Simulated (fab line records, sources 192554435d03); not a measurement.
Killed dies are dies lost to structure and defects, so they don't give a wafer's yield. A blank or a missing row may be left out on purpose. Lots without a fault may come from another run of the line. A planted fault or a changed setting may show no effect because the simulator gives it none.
A struck lot beside a sound one | flow n5_finfet | 40 steps out of a route of 1938
Sound: wafers L868.2, L868.3, L868.5. Struck: wafer L879.4. (L879.1, L879.2 of the same lot were not struck and are left out.) The cause comes at the end.
At each step with rows: each side's tool, then ch and its chambers, then its first start. Under that, the readings that differ: sound wafers | struck wafers | difference of the means | sigmas: that difference in standard deviations of wafers without a fault.
alike: readings whose means differ by less than 2 such deviations, and words and numbers that are the same on both sides. not compared: withheld readings, readings that some wafer has no value for, bounds like >300 that may hide the same value, and numbers for which the record gives no deviation and whose values overlap.
The two part at a step that has a row with sigmas, a row that says differs or no value, or rows on one side only. Numbers that don't overlap but have no deviation are shown without sigmas and don't part them. A reading that every wafer of one side lacks parts them only if that side has two wafers or more.

first, 9 steps without rows for these wafers: N5_BEOL_M4_COAT_05 (resist thk 30 nm); N5_BEOL_M4_EBR_07; N5_BEOL_M4_SOFTBAKE_06 (time 60 s); N5_BEOL_M4_EXPOSE_08 (exposes mask M4); N5_BEOL_M4_PEB_09 (peb time 60 s); N5_BEOL_M4_DEVELOP_10 (develop time 30 s); N5_BEOL_M4_DESCUM_16 (chemistry O2, time 7 s); N5_BEOL_M4_ETCH_74 (etches underlayer in N2/H2, target depth 6.5 nm, time 5.2 s); N5_BEOL_M4_ETCH_63 (etches SiARC in CF4, target depth 15.6 nm, time 26 s).
N5_BEOL_M4_ETCH_64: etches SOC in N2/H2, target depth 75 nm, overetch 22.5 nm, time 121.9 s.
  sound on rie_diel-04 ch 2,3, day 8 05:26; struck on rie_diel-04 ch 2, day 11 14:55
  reading                                    | sound             | struck | difference | sigmas
  model.etch.depth_nm (nm)                   | 59.92 59.99 59.93 | 53.89  | -6.06      |
  model.SiARC_of_BEOL_M4_COAT_62.thk_nm (nm) | 6.4 6.2 6.4       | 8.8    | +2.5       |
  model.BEOL_M4.cd_offset_nm (nm)            | -0.2 0 0          | -1.4   | -1.3       |
  alike: drypump_motor_current_A, h2_flow_sccm, n2_flow_sccm, oes_product_au, rf_vpp_V, showerhead_plenum_p_Torr, throttle_valve_pct
  not compared: rf_hours_counter_h
then, 3 steps without rows for these wafers: N5_BEOL_M4_STRIP_65 (strips in N2/H2); N5_BEOL_M4_STRIP_75 (strips in N2/H2); N5_BEOL_M4_STRIP_66 (strips in CF4).
N5_BEOL_M4_HM_OPEN_17: chemistry Cl2/BCl3, target TiN, target depth 20 nm, overetch 6 nm.
  sound on rie_metal-02 ch 0,1, day 8 05:37; struck on rie_metal-03 ch 0, day 11 15:10
  reading                         | sound          | struck | difference | sigmas
  oes_product_au (a.u.)           | 0.67 0.68 0.67 | 0.54   | -0.13      | -3
  model.BEOL_M4.cd_offset_nm (nm) | -0.2 0.2 0     | -1.6   | -1.6       |
  alike: drypump_motor_current_A, throttle_valve_pct
  not compared: rf_hours_counter_h
then, 1 step without rows for these wafers: N5_BEOL_M4_STRIP_19 (strips in O2).
N5_BEOL_M4_CD_MEAS_18: pitch 36 nm, target cd 18 nm.
  sound on cd_sem-01, day 8 06:00; struck on cd_sem-01, day 11 15:20
  not compared: cd_nm
then, 13 steps without rows for these wafers: N5_BEOL_M4_COAT_67 (time 60 s, resist thk 60 nm); N5_BEOL_M4_COAT_68 (time 60 s, resist thk 12 nm); N5_BEOL_M4_COAT_76 (time 60 s, resist thk 5 nm); N5_BEOL_M4_COAT_22 (resist thk 30 nm); N5_BEOL_M4_EBR_24; N5_BEOL_M4_SOFTBAKE_23 (time 60 s); N5_BEOL_M4_EXPOSE_25 (exposes mask V3, defocus 5 nm); N5_BEOL_M4_PEB_26 (peb time 60 s); N5_BEOL_M4_DEVELOP_27 (develop time 30 s); N5_BEOL_M4_DESCUM_33 (chemistry O2, time 7 s); N5_BEOL_M4_ETCH_77 (etches underlayer in N2/H2, target depth 6.5 nm, time 5.2 s); N5_BEOL_M4_ETCH_69 (etches SiARC in CF4, target depth 15.6 nm, time 26 s); N5_BEOL_M4_ALD_98 (deposits SiO2, target thk 2.5 nm, pulse time 1 s, co reactant pulse time 1 s).
N5_BEOL_M4_ETCHBACK_99: etches SiO2 in CHF3, target depth 5 nm, time 10.4 s.
  sound on rie_diel-03 ch 0,2, day 8 19:32; struck on rie_diel-05 ch 1, day 12 10:37
  reading               | sound          | struck | difference | sigmas
  oes_product_au (a.u.) | 0.71 0.71 0.72 | 0.27   | -0.44      | -4
  alike: drypump_motor_current_A, rf_vpp_V, showerhead_plenum_p_Torr, throttle_valve_pct
  not compared: rf_hours_counter_h
then, 3 steps without rows for these wafers: N5_BEOL_M4_ETCH_70 (etches SOC in N2/H2, target depth 80 nm, overetch 24 nm, time 130 s); N5_BEOL_M4_STRIP_71 (strips in N2/H2); N5_BEOL_M4_STRIP_78 (strips in N2/H2).
N5_BEOL_M4_VIA_ETCH_34: etches the open film in C4F6/O2, target depth 69.4 nm, time 65.9 s.
  sound on rie_diel-03 ch 0,2, day 8 19:41; struck on rie_diel-05 ch 1, day 12 10:46
  reading                | sound          | struck | difference | sigmas
  oes_product_au (a.u.)  | 0.70 0.71 0.71 | 0.26   | -0.45      | -4
  throttle_valve_pct (%) | 31.4 30.8 30.8 | 30.3   | -0.7       | -2
  alike: O2_flow_sccm, drypump_motor_current_A, oes_o_777_au, rf_vpp_V, showerhead_plenum_p_Torr
  not compared: rf_hours_counter_h
then, 2 steps without rows for these wafers: N5_BEOL_M4_STRIP_83 (strips in C4F6/O2); N5_BEOL_M4_STRIP_36 (strips in N2/H2).
N5_BEOL_M4_OCD_MEAS_38:
  sound on ocd-01, day 8 19:56; struck on ocd-02, day 12 11:01
  reading              | sound          | struck | difference | sigmas
  trench_depth_nm (nm) | 54.3 54.5 54.4 | 0.1    | -54.3      | -45
N5_BEOL_M4_CD_MEAS_35: target cd 18 nm, target cd y 22.4 nm.
  sound on cd_sem-01, day 8 20:05; struck on cd_sem-01, day 12 11:10
  not compared: cd_nm
N5_BEOL_M4_RC_MEAS_101:
  the record has rows for the sound wafers here (prober-01 ch 0, day 9 00:02) and none for the struck ones
-- the record jumps here: 4 days lie between the struck wafers' starts before and after (it left off in module BEOL_M4 and takes up again in module PASSIVATION, whose first step shown is number 1936 of the route) --
N5_PASSIVATION_PROBE_49:
  sound on prober-01, day 13 23:02; struck on prober-01, day 16 14:55
  reading                  | sound          | struck | difference | sigmas
  defect_limited_yield (%) | 90.7 92.0 91.4 | 0.3    | -91.1      | -65
  killed_at_M4_up          | 18 18 9        | 1092   | +1077      | +99 or more
  killed_dies              | 110 94 101     | 1176   | +1074      | +63
  killed_on_rim            | 14 12 15       | 152    | +138       | +34
  sort_bin_5_function (%)  | 5.9 4.7 5.4    | 96.4   | +91.1      | +96
  sort_n_pass              | 1070 1086 1079 | 4      | -1074      | -63
  sort_yield_pct (%)       | 90.7 92.0 91.4 | 0.3    | -91.1      | -65
  alike: killed_at_M0_to_M3, killed_at_contacts, killed_at_front_end, killed_at_other, killed_open, killed_short, sort_bin_6_memory

WHERE THEY PART
First at N5_BEOL_M4_HM_OPEN_17; last, within this record, at N5_PASSIVATION_PROBE_49.

WHY: what the simulator had put in
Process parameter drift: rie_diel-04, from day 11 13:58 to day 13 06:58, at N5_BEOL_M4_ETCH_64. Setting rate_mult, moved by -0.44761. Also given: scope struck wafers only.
